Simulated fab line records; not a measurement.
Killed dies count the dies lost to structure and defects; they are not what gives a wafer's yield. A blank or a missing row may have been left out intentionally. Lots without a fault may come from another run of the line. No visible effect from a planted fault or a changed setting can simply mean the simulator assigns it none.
2 desks looking at one fault + flow n5Finfet + what lay behind the numbers comes last; until then each desk has only its own

## AT THE TOOL OWNER'S DESK: lithoTrack-01
The tool's own readings at N5_WELL_APT_COAT_19 (resist thk 950 nm): means of the sampled wafers that have a number, for each lot that ran on this tool. The brackets show how far a lot's mean lies from the usual mean; more than 4 standard deviations puts the lot out of limits, marked OUT.
Columns: A = spinSpeedRpm at N5_WELL_APT_COAT_19, usual 1357.0 rpm
| lot  | first seen here | A                        |
|------|-----------------|--------------------------|
| L831 | day 1 20:37     | 1356.9                   |
| L834 | day 2 14:32     | 1357.7                   |
| L838 | day 3 14:43     | 1483.0 (+99 or more) OUT |
| L844 | day 5 02:52     | 1482.5 (+99 or more) OUT |
This desk's verdict: out of limits on L838, L844, starting with L838 at day 3 14:43 (spinSpeedRpm at N5_WELL_APT_COAT_19). In limits: L831, L834.

## FROM THE METROLOGY DESK
What the gauges read for every lot (on any tool): the sampled wafers with a number, averaged. The brackets show how far a lot's mean lies from the usual mean; more than 4 standard deviations puts the lot out of limits, marked OUT. Of its 12 readings 7 are shown: those that lie furthest out on some lot.
Columns: A = cdNm at N5_WELL_APT_CD_MEAS_25, usual 199.6 nm; B = cdNm at N5_PMOS_HMC_CHANNEL_EPI_CD_MEAS_09, usual 237.1 nm; C = ION_N at N5_BEOL_M4_RC_MEAS_101, usual 673 uA/um; D = ION_P at N5_BEOL_M4_RC_MEAS_101, usual 461 uA/um; E = SS_N at N5_BEOL_M4_RC_MEAS_101, usual 71.6 mV/dec; F = VT_N at N5_BEOL_M4_RC_MEAS_101, usual 249.4 mV; G = VT_P at N5_BEOL_M4_RC_MEAS_101, usual -250 mV
| lot  | first seen here | A     | B     | C   | D   | E    | F     | G    |
|------|-----------------|-------|-------|-----|-----|------|-------|------|
| L831 | day 1 21:01     | 199.3 | 238.1 | 675 | 458 | 71.8 | 248.2 | -249 |
| L832 | day 2 03:20     | 202.8 | 238.0 | 666 | 459 | 71.7 | 247.3 | -247 |
| L833 | day 2 08:56     | 199.4 | 237.2 | 676 | 452 | 71.7 | 248.2 | -254 |
| L834 | day 2 14:56     | 199.6 | 237.4 | 665 | 466 | 71.6 | 250.5 | -246 |
| L838 | day 3 15:07     | 203.4 | 237.5 | 670 | 464 | 71.7 | 248.0 | -247 |
| L844 | day 5 03:16     | 201.4 | 236.7 | 678 | 464 | 71.6 | 247.9 | -246 |
| L846 | day 5 14:56     | 200.0 | 237.1 | 659 | 451 | 71.9 | 253.0 | -252 |
| L847 | day 5 21:04     | 200.7 | 237.1 | 680 | 465 | 70.9 | 248.5 | -250 |
| L851 | day 6 21:01     | 199.9 | 237.0 | 664 | 457 | 71.0 | 250.0 | -249 |
Finding of this desk: none of the 9 lots has anything out of limits.

## ALL TOGETHER
On L838, L844, at day 3 14:43, an alarm was possible from the tool owner's desk.
From the metrology desk's view, nothing was out of limits.
The metrology desk holds a record of L838, L844, inside its limits.
All the named lots went through N5_WELL_APT_COAT_19 on lithoTrack-01.

## WHAT HAD BEEN PUT IN BY THE SIMULATOR
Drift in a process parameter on lithoTrack-01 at N5_WELL_APT_COAT_19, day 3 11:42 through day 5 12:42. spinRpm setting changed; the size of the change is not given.
Struck lots among those shown: L838, L844.
Time in hours from fault onset to the first out-of-limits reading at each desk: the tool owner's desk, 3.
